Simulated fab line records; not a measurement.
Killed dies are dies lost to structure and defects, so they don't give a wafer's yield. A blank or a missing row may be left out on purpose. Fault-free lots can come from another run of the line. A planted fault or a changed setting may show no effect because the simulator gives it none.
The same fault as seen by 2 desks -- flow n5Finfet -- each desk holds nothing but its own numbers, with what lay behind them at the end

FROM THE METROLOGY DESK
What the gauges read, lot by lot, whatever tool the lot ran on: means of the sampled wafers that have a number. A lot is out of limits, marked OUT, if its mean lies more than 4 standard deviations from the usual mean; the brackets give that distance. 7 of its 11 readings are shown, namely those furthest out on some lot.
Columns: A = DIBL_N at N5_BEOL_M4_RC_MEAS_101, usual 36.3 mV/V; B = DIBL_P at N5_BEOL_M4_RC_MEAS_101, usual 36.0 mV/V; C = IOFF_P at N5_BEOL_M4_RC_MEAS_101, usual 0.22 nA/um; D = ION_P at N5_BEOL_M4_RC_MEAS_101, usual 462 uA/um; E = SS_P at N5_BEOL_M4_RC_MEAS_101, usual 73.3 mV/dec; F = VT_N at N5_BEOL_M4_RC_MEAS_101, usual 250 mV; G = VT_P at N5_BEOL_M4_RC_MEAS_101, usual -249 mV
lot,first seen here,A,B,C,D,E,F,G
L751,day 8 18:22,38.8,38.2,0.27,460,73.9,248,-248
L752,day 9 02:07,36.2,34.0,0.20,460,72.7,254,-251
L756,day 10 00:37,32.8,33.3,0.22,468,72.9,252,-247
L754,day 10 00:54,36.9,36.3,0.24,458,73.8,250,-247
L755,day 10 09:03,34.2,36.1,0.21,464,73.5,252,-250
L758,day 10 15:24,33.0,32.3,0.14,448,72.1,255,-255
This desk's verdict: no lot among the 6 shows anything out of limits.

AT THE TOOL OWNER'S DESK: cvdCo-02
The tool's own readings at N5_BEOL_M1_CO_CAP_55 (material Co, precursor CCTBA/H2, target thk 2 nm, time 102.1 s): means of the sampled wafers that have a number, for each lot that ran on this tool. A lot is out of limits, marked OUT, if its mean lies more than 4 standard deviations from the usual mean; the brackets give that distance.
Columns: A = heaterPowerOuterW at N5_BEOL_M1_CO_CAP_55, usual 118 W; B = heaterPowerW at N5_BEOL_M1_CO_CAP_55, usual 231 W; C = runLengthS at N5_BEOL_M1_CO_CAP_55, usual 125.1 s
lot,first seen here,A,B,C
L752,day 9 02:12,117,231,125.2
L756,day 10 00:41,115,233,160.9 (+69) OUT
L758,day 10 15:28,117,232,143.0 (+34) OUT
Finding of this desk: L756, L758 out of limits; the first was L756 at day 10 00:41, on runLengthS at N5_BEOL_M1_CO_CAP_55. L752: within limits.

PUT TOGETHER
At day 10 00:41, on L756, L758, the tool owner's desk was in a position to raise an alarm.
The metrology desk saw nothing out of limits.
The metrology desk holds a record of L756, L758, inside its limits.
Every lot named ran N5_BEOL_M1_CO_CAP_55 on cvdCo-02.

WHAT WAS PUT IN BY THE SIMULATOR
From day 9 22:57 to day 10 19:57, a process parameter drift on cvdCo-02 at N5_BEOL_M1_CO_CAP_55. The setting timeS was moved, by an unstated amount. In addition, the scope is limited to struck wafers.
Lots struck among those shown: L756, L758.
How many hours passed from the start of the fault until each desk's first out-of-limits reading: the tool owner's desk, 2.
